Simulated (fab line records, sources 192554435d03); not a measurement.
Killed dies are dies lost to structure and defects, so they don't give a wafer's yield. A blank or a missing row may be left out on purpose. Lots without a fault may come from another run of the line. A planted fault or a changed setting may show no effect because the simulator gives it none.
Chamber matching | flow n5_finfet | N5_ILD0_CMP_12 on cmp-01: 4 sister chambers
The step polishes SiNx, stops on poly-Si, t overpolish 6 s, target thk 17.67 nm. 20 wafers are shown with their chamber, then 10 later ones without.

WAFERS WITH THEIR CHAMBER
wafer  | chamber | motor_current_A (A) | time_to_endpoint_s (s) | overpolish_run_s (s)
L079.2 | 2       | 10.3                | 29.2                   | 5.988
L079.3 | 0       | 9.7                 | 31.4                   | 5.993
L079.5 | 2       | 10.6                | 27.4                   | 6.010
L083.1 | 3       | 9.4                 | 28.0                   | 6.019
L083.3 | 2       | 10.4                | 26.9                   | 5.996
L083.5 | 3       | 9.3                 | 29.7                   | 5.992
L084.1 | 2       | 10.2                | 28.6                   | 6.007
L084.3 | 1       | 10.2                | 28.6                   | 5.996
L084.5 | 3       | 9.0                 | 27.5                   | 6.018
L086.2 | 0       | 9.7                 | 28.9                   | 5.982
L086.4 | 1       | 10.9                | 27.9                   | 6.009
L086.6 | 1       | 9.9                 | 28.0                   | 6.011
L087.2 | 3       | 9.0                 | 29.0                   | 5.992
L087.3 | 1       | 10.0                | 30.3                   | 6.006
L087.4 | 0       | 9.6                 | 32.3                   | 5.997
L088.3 | 2       | 10.5                | 25.9                   | 5.995
L088.4 | 0       | 9.8                 | 30.7                   | 5.999
L088.5 | 0       | 9.8                 | 29.3                   | 6.001
L090.1 | 0       | 9.4                 | 33.7                   | 6.014
L090.2 | 1       | 11.2                | 31.9                   | 5.988

SIGNATURES (means of the wafers above)
reading            | chamber 0 | chamber 1 | chamber 2 | chamber 3 | scatter within a chamber
motor_current_A    | 9.667     | 10.440    | 10.400    | 9.175     | 0.323
time_to_endpoint_s | 31.050    | 29.340    | 27.600    | 28.550    | 1.55
overpolish_run_s   | 5.99767   | 6.00200   | 5.99920   | 6.00525   | 0.0111
Rule: a wafer's distance from a chamber is the root of the sum, over the readings, of the square of ((its reading less the chamber's mean) divided by the reading's scatter). The wafer belongs to the nearest chamber; if the next one is less than 2 further off, it can't be placed. The scatter: the root of (the sum of the squares of (reading less its chamber's mean) over the shown wafers, divided by (wafers less chambers)).

WAFERS WITHOUT THEIR CHAMBER
wafer  | motor_current_A (A) | time_to_endpoint_s (s) | overpolish_run_s (s)
L090.3 | 9.8                 | 31.2                   | 6.000
L091.1 | 10.3                | 29.3                   | 6.001
L091.2 | 9.3                 | 27.8                   | 5.992
L091.5 | 9.7                 | 30.7                   | 5.993
L093.1 | 9.1                 | 29.9                   | 6.000
L093.2 | 10.3                | 28.9                   | 6.007
L093.5 | 9.4                 | 33.3                   | 6.000
L096.1 | 10.4                | 28.8                   | 6.001
L096.2 | 10.3                | 30.4                   | 6.004
L096.6 | 9.9                 | 29.4                   | 6.006

WHICH CHAMBER EACH WENT THROUGH
wafer  | from the rows above               | in truth
L090.3 | can't be placed: 0 or 1           | 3
L091.1 | can't be placed: 1 or 2 or 0      | 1
L091.2 | can't be placed: 3 or 0           | 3
L091.5 | can't be placed: 0 or 3           | 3
L093.1 | can't be placed: 3 or 0           | 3
L093.2 | can't be placed: 1 or 2 or 0      | 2
L093.5 | can't be placed: 0 or 3           | 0
L096.1 | can't be placed: 1 or 2           | 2
L096.2 | can't be placed: 1 or 2 or 0      | 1
L096.6 | can't be placed: 0 or 1 or 2 or 3 | 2
Placed correctly: 0 of 10. Can't be placed from these rows: 10 (the true chamber is among the candidates in 9). Placed wrongly: 0.
